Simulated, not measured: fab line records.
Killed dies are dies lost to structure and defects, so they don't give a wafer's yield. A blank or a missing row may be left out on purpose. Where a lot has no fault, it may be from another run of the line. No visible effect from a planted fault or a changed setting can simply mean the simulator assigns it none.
Matching of chambers | flow n5Finfet | N5_MOL_CONTACT_COAG_ETCH_66 on rieDiel-02: 4 sister chambers
The step etches SiARC in CF4, target depth 13 nm, time 21.7 s. 18 wafers are shown with their chamber, then 9 later ones without.

== EACH WAFER AND ITS CHAMBER ==
wafer  | chamber | drypumpMotorCurrentA (A) | throttleValvePct (%) | oesProductAu (a.u.)
L076.2 | 3       | 4.7                      | 15.63                | 0.65
L076.4 | 0       | 6.2                      | 15.80                | 0.57
L076.5 | 1       | 4.9                      | 15.35                | 0.73
L077.1 | 0       | 6.3                      | 15.80                | 0.57
L077.2 | 3       | 4.7                      | 15.62                | 0.64
L077.6 | 1       | 4.9                      | 15.36                | 0.72
L078.1 | 1       | 4.9                      | 15.36                | 0.72
L078.3 | 0       | 6.2                      | 15.82                | 0.57
L078.6 | 0       | 6.2                      | 15.81                | 0.57
L084.1 | 0       | 6.2                      | 15.29                | 0.85
L084.2 | 1       | 4.9                      | 15.39                | 0.69
L084.6 | 3       | 4.7                      | 15.67                | 0.63
L086.1 | 0       | 6.2                      | 15.31                | 0.83
L086.2 | 2       | 5.5                      | 15.30                | 0.78
L086.5 | 2       | 5.5                      | 15.31                | 0.78
L087.1 | 3       | 4.7                      | 15.68                | 0.63
L087.2 | 0       | 6.2                      | 15.30                | 0.81
L087.3 | 1       | 4.9                      | 15.40                | 0.70

SIGNATURES, as means of the wafers listed above
reading              | chamber 0 | chamber 1 | chamber 2 | chamber 3 | scatter within a chamber
drypumpMotorCurrentA | 6.214     | 4.900     | 5.500     | 4.700     | 0.0247
throttleValvePct     | 15.5900   | 15.3720   | 15.3050   | 15.6500   | 0.179
oesProductAu         | 0.6814    | 0.7120    | 0.7800    | 0.6375    | 0.0918
Rule: a wafer's distance from a chamber is the root of the sum, over the readings, of the square of ((its reading less the chamber's mean) divided by the reading's scatter). The wafer belongs to the nearest chamber; if the next one is less than 2 further off, it can't be placed. The scatter: the root of (the sum of the squares of (reading less its chamber's mean) over the shown wafers, divided by (wafers less chambers)).

== WAFERS WITHOUT THEIR CHAMBER ==
wafer  | drypumpMotorCurrentA (A) | throttleValvePct (%) | oesProductAu (a.u.)
L090.3 | 4.9                      | 15.41                | 0.69
L090.5 | 4.7                      | 15.68                | 0.62
L090.6 | 5.5                      | 15.32                | 0.76
L093.2 | 6.2                      | 15.34                | 0.80
L093.3 | 4.7                      | 15.70                | 0.61
L093.4 | 5.5                      | 15.35                | 0.76
L097.2 | 6.2                      | 15.36                | 0.77
L097.3 | 4.7                      | 15.72                | 0.61
L097.4 | 4.9                      | 15.45                | 0.67

== EACH ONE'S CHAMBER ==
wafer  | from the rows above | in truth
L090.3 | 1                   | 1
L090.5 | 3                   | 3
L090.6 | 2                   | 2
L093.2 | 0                   | 0
L093.3 | 3                   | 3
L093.4 | 2                   | 2
L097.2 | 0                   | 0
L097.3 | 3                   | 3
L097.4 | 1                   | 1
Correct placement for 9 of the 9. From these rows, 0 cannot be placed. Wrongly placed: 0.
